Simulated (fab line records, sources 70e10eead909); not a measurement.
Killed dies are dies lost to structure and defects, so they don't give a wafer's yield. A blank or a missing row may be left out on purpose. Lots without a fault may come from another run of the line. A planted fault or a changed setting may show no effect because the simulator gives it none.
fab line records | flow nand_harc | part 2 of 2: steps 30 to 37 of 37
record lots=5 wafers=15 last_day=33
route steps=1302 shown A_BONDPAD@1225 HYBRID_BOND@1237 THIN_TSV@1244
lots that met no fault: from a run of the same line without faults
start_h: hours from the record's first day to the start of the lot's first wafer shown | wait_h: hours since the lot's step before | " the same as in the row above | L1.1+2: a row that stands for several wafers | - no value, or no start given | * or withheld: withheld | < > ~ a bound
route shown NAME@n: a module of which the file shows steps, and the number in the route of the first | usual: mean/standard deviation of fault-free wafers | same: alike in all rows | chamber/n: place in a boat | sites: the reading at each site | _std_site: their standard deviation | _edge_site: outer sites' mean less inner sites' | radius_mm: how far each site lies from the wafer's centre | mask NAME#n: copy n | behind: the tool/chamber that last shaped the wafer | hold: why the lot was held/for how many hours/how that ended | device: the transistor (n, p or np) that didn't switch | end of line: the same wafers' tests at the end of the route | a step without rows: its recipe alone | killed: dies lost to structure and defects at the first sort, not the wafer's yield | map: a wafer's dies, x killed, . not, _ none there
set.NAME: the setting as run; set.NAME@STEP: as run at that earlier step | model.NAME: the simulator's own value behind a step, which no gauge read
lots at some steps of the route; a table a step, a row a wafer
services: from which hour (start_h, from the record's first day; less than 0 if before it) a tool's chamber was out of use, for how many hours, and why
## steps
# step NHARC_THIN_TSV_EXPOSE_09
# recipe na=0.55 dose_mj=30.7 mask_id=TSV
# usual reticle_temp_C=23.00/0.12
# columns lot.wafer tool chamber start_h wait_h mask reticle_temp_C
L077.2 krf_scanner-02 0 565.62 - TSV#0 23.12
L077.3 " 0 " " TSV#0 22.98
L077.6 " 0 " " TSV#0 23.14
L080.1 krf_scanner-01 0 618.76 - TSV#0 23.03
L080.2 " 0 " " TSV#0 23.02
L080.5 " 0 " " TSV#0 23.03
L088.1 krf_scanner-02 0 693.77 - TSV#0 22.89
L088.2 " 0 " " TSV#0 22.76
L088.4 " 0 " " TSV#0 22.77
L090.3 krf_scanner-01 0 715.65 - TSV#0 23.08
L090.4 " 0 " " TSV#0 23.03
L090.6 " 0 " " TSV#0 23.05
L095.1 krf_scanner-01 0 763.95 - TSV#0 23.03
L095.3 " 0 " " TSV#0 22.91
L095.5 " 0 " " TSV#0 22.82
# step NHARC_THIN_TSV_PEB_10
# recipe peb_temp_c=118 peb_time_s=85
# usual plate_temp_C=117.97/0.13
# columns lot.wafer tool chamber start_h wait_h plate_temp_C
L077.2 litho_track-05 0 565.69 0.1 118.29
L077.3 " 0 " " 118.07
L077.6 " 0 " " 118.02
L080.1 litho_track-03 0 618.83 0.1 118.03
L080.2 " 0 " " 117.96
L080.5 " 0 " " 118.14
L088.1 litho_track-03 0 693.83 0.1 117.92
L088.2 " 0 " " 117.97
L088.4 " 0 " " 118.05
L090.3 litho_track-07 0 715.70 0.1 117.85
L090.4 " 0 " " 117.74
L090.6 " 0 " " 117.99
L095.1 litho_track-03 0 764.02 0.1 117.82
L095.3 " 0 " " 117.75
L095.5 " 0 " " 117.85
# step NHARC_THIN_TSV_DEVELOP_11
# recipe time_s=70
# columns lot.wafer tool chamber start_h wait_h
L077.2+3+6 litho_track-05 0 - -
L080.1+2+5 litho_track-03 0 - -
L088.1+2+4 litho_track-03 0 - -
L090.3+4+6 litho_track-07 0 - -
L095.1+3+5 litho_track-03 0 - -
# step NHARC_THIN_TSV_CD_MEAS_12
# recipe target_cd_nm=1000 landing_energy_ev=500
# usual cd_nm=1000.3/1.8
# columns lot.wafer tool chamber start_h wait_h cd_nm
L077.2 cd_sem-03 0 565.78 - 998.8
L077.3 " 0 " " 998.6
L077.6 " 0 " " 997.6
L080.1 cd_sem-03 0 618.92 - 1002.4
L080.2 " 0 " " 1000.9
L080.5 " 0 " " 1001.5
L088.1 cd_sem-01 0 693.92 - 999.2
L088.2 " 0 " " 1000.3
L088.4 " 0 " " 1001.2
L090.3 cd_sem-01 0 715.80 - 999.7
L090.4 " 0 " " 997.8
L090.6 " 0 " " 1001.4
L095.1 cd_sem-03 0 764.11 - 1001.1
L095.3 " 0 " " 1001.7
L095.5 " 0 " " 1001.6
# step NHARC_THIN_TSV_HARDBAKE_13
# recipe temp_c=125 time_s=80
# usual plate_temp_C=124.95/0.14
# columns lot.wafer tool chamber start_h wait_h plate_temp_C
L077.2 litho_track-03 0 565.86 - 125.38
L077.3 " 0 " " 125.16
L077.6 " 0 " " 125.17
L080.1 litho_track-05 0 619.00 - 124.90
L080.2 " 0 " " 125.01
L080.5 " 0 " " 124.78
L088.1 litho_track-07 0 694.00 - 124.91
L088.2 " 0 " " 124.81
L088.4 " 0 " " 125.04
L090.3 litho_track-07 0 715.88 - 124.84
L090.4 " 0 " " 125.03
L090.6 " 0 " " 124.76
L095.1 litho_track-03 0 764.19 - 124.97
L095.3 " 0 " " 124.99
L095.5 " 0 " " 124.92
# step NHARC_THIN_TSV_DESCUM_14
# recipe time_s=3 o2_flow_sccm=200 ar_flow_sccm=0 bias_power_w=0 chemistry=O2
# usual chamber_pressure_mTorr=60.00/0.051 drypump_motor_current_A=5.4/0.42 oes_product_au=1.000/0.01 rf_vpp_V=57.7/0.9 showerhead_plenum_p_Torr=1.88/0.063 throttle_valve_pct=11.312/0.0094
# columns lot.wafer tool chamber start_h wait_h chamber_pressure_mTorr drypump_motor_current_A oes_product_au rf_hours_counter_h rf_vpp_V showerhead_plenum_p_Torr throttle_valve_pct
L077.2 rie_diel-07 1 565.94 - 59.96 4.7 1.004 5 58.0 1.78 11.299
L077.3 " 2 " " 59.94 5.4 1.024 5 58.3 1.93 11.317
L077.6 " 1 " " 59.91 4.6 0.999 - 56.8 1.78 11.318
L080.2 rie_diel-11 3 619.08 - 60.02 4.9 1.016 0 59.5 1.93 11.315
L080.1 " 2 " " 59.98 5.7 1.008 0 57.4 1.89 11.293
L080.5 " 3 " " 59.98 4.9 1.017 - 58.0 1.93 11.315
L088.4 rie_diel-11 3 694.09 - 60.06 5.0 1.010 2 58.2 1.93 11.310
L088.1 " 1 " " 59.99 5.4 1.014 3 58.8 1.92 11.304
L088.2 " 2 " " 60.07 5.7 1.003 4 58.3 1.89 11.304
L090.3 rie_diel-07 0 715.95 - 60.03 5.8 1.007 3 58.3 1.91 11.300
L090.4 " 2 " " 60.09 5.3 1.023 3 58.4 1.93 11.294
L090.6 " 1 " " 60.01 4.6 0.993 - 55.9 1.78 11.294
L095.1 rie_diel-11 0 764.28 - 59.98 5.0 0.983 8 57.3 1.86 11.304
L095.3 " 1 " " 60.02 5.4 1.007 8 57.0 1.92 11.324
L095.5 " 0 " " 60.04 5.1 0.986 - 58.1 1.86 11.300
# step NHARC_THIN_TSV_ETCH_44
# recipe target_depth_a=15942 time_s=797.1 cf4_flow_sccm=150 o2_flow_sccm=10 ar_flow_sccm=0 rf_w=300 bias_w=800 chemistry=CF4/O2
# usual chamber_pressure_mTorr=29.997/0.025 drypump_motor_current_A=5.4/0.41 oes_product_au=0.999/0.0099 rf_fwd_power_W=299.8/0.92 rf_vpp_V=792/3.5 showerhead_plenum_p_Torr=1.80/0.056 throttle_valve_pct=16.915/0.0091
# columns lot.wafer tool chamber start_h wait_h chamber_pressure_mTorr drypump_motor_current_A oes_product_au rf_fwd_power_W rf_hours_counter_h rf_vpp_V showerhead_plenum_p_Torr throttle_valve_pct
L077.2 rie_diel-07 2 566.02 0.1 29.972 5.3 1.011 299.9 5 794 1.85 16.914
L077.3 " 1 " " 30.030 4.6 0.999 300.9 5 786 1.71 16.912
L077.6 " 2 " " 30.012 5.4 0.998 301.0 - 796 1.85 16.908
L080.2 rie_diel-11 0 619.18 0.1 29.986 5.0 1.000 301.1 0 791 1.78 16.923
L080.1 " 2 " " 29.961 5.7 1.004 298.8 0 794 1.81 16.912
L080.5 " 2 " " 30.010 5.7 1.010 300.1 - 793 1.81 16.918
L088.2 rie_diel-11 0 694.17 0.1 30.000 5.0 0.992 299.6 4 792 1.78 16.902
L088.4 " 2 " " 30.034 5.7 1.007 299.2 4 793 1.81 16.896
L088.1 " 3 " " 30.002 4.9 1.013 299.9 3 796 1.85 16.897
L090.4 rie_diel-07 2 716.09 0.1 30.010 5.3 1.023 300.5 3 797 1.85 16.916
L090.3 " 0 " " 29.998 5.8 0.998 299.9 3 794 1.83 16.924
L090.6 " 1 " " 30.010 4.7 0.992 300.6 - 786 1.71 16.911
L095.1 rie_diel-11 1 764.36 0.1 29.985 5.4 1.005 300.3 8 795 1.84 16.920
L095.3 " 0 " " 30.003 5.0 0.993 302.1 8 792 1.78 16.909
L095.5 " 2 " " 29.974 5.7 1.013 300.7 - 793 1.81 16.914
# step NHARC_THIN_TSV_ETCH_15
# recipe target_depth_a=30000 bosch_target_overetch_cycles=2 bosch_etch_step_s=2.8 bosch_dep_step_s=1.2 bosch_cycles=14
# usual drypump_motor_current_A=5.8/0.4
# same bosch_cycles=14
# columns lot.wafer tool chamber start_h wait_h drypump_motor_current_A rf_hours_counter_h
L077.2 rie_si-06 0 566.59 - 6.3 0.9
L077.3 " 1 " " 6.5 0.9
L077.6 " 1 " " 6.5 -
L080.2 rie_si-03 1 619.86 - 5.9 0.1
L080.1 " 2 " " 5.5 0.2
L080.5 " 1 " " 5.9 -
L088.2 rie_si-04 2 694.75 - 5.7 0.9
L088.1 " 3 " " 5.4 1.0
L088.4 " 0 " " 5.6 0.9
L090.4 rie_si-04 2 716.64 - 5.7 0.1
L090.3 " 3 " " 5.5 0.0
L090.6 " 0 " " 5.6 -
L095.3 rie_si-03 1 764.94 - 5.9 0.1
L095.1 " 2 " " 5.5 0.1
L095.5 " 1 " " 5.9 -
## services
# columns tool chamber start_h hours kind
rie_diel-11 3 555.90 2.5 repair
rie_diel-11 3 568.45 1.3 repair
wet_bench-10 - 575.36 2.0 repair
pvd_sputter-01 - 582.02 10.0 pm
litho_track-07 - 601.00 7.0 pm
pvd_sputter-03 - 602.86 2.8 repair
cmp-02 - 607.66 2.5 repair
rie_diel-11 0 607.78 2.9 repair
rie_diel-11 - 609.73 9.0 pm
rie_diel-11 1 618.80 1.6 repair
cmp-02 - 624.55 4.0 pm
litho_track-03 - 625.00 7.0 pm
rie_diel-11 3 629.14 16.5 repair
pvd_sputter-03 - 638.27 7.2 repair
grinder-01 - 648.68 1.9 repair
litho_track-05 - 649.00 7.0 pm
wet_bench-08 - 653.30 8.0 pm
cmp-02 - 658.94 6.2 repair
wet_bench-10 - 663.21 8.0 pm
pvd_sputter-03 - 682.83 1.3 repair
pvd_sputter-03 - 704.11 10.0 pm
pvd_sputter-01 - 726.41 2.5 repair
rie_diel-11 0 759.47 3.2 repair
pvd_sputter-01 - 760.02 10.0 pm
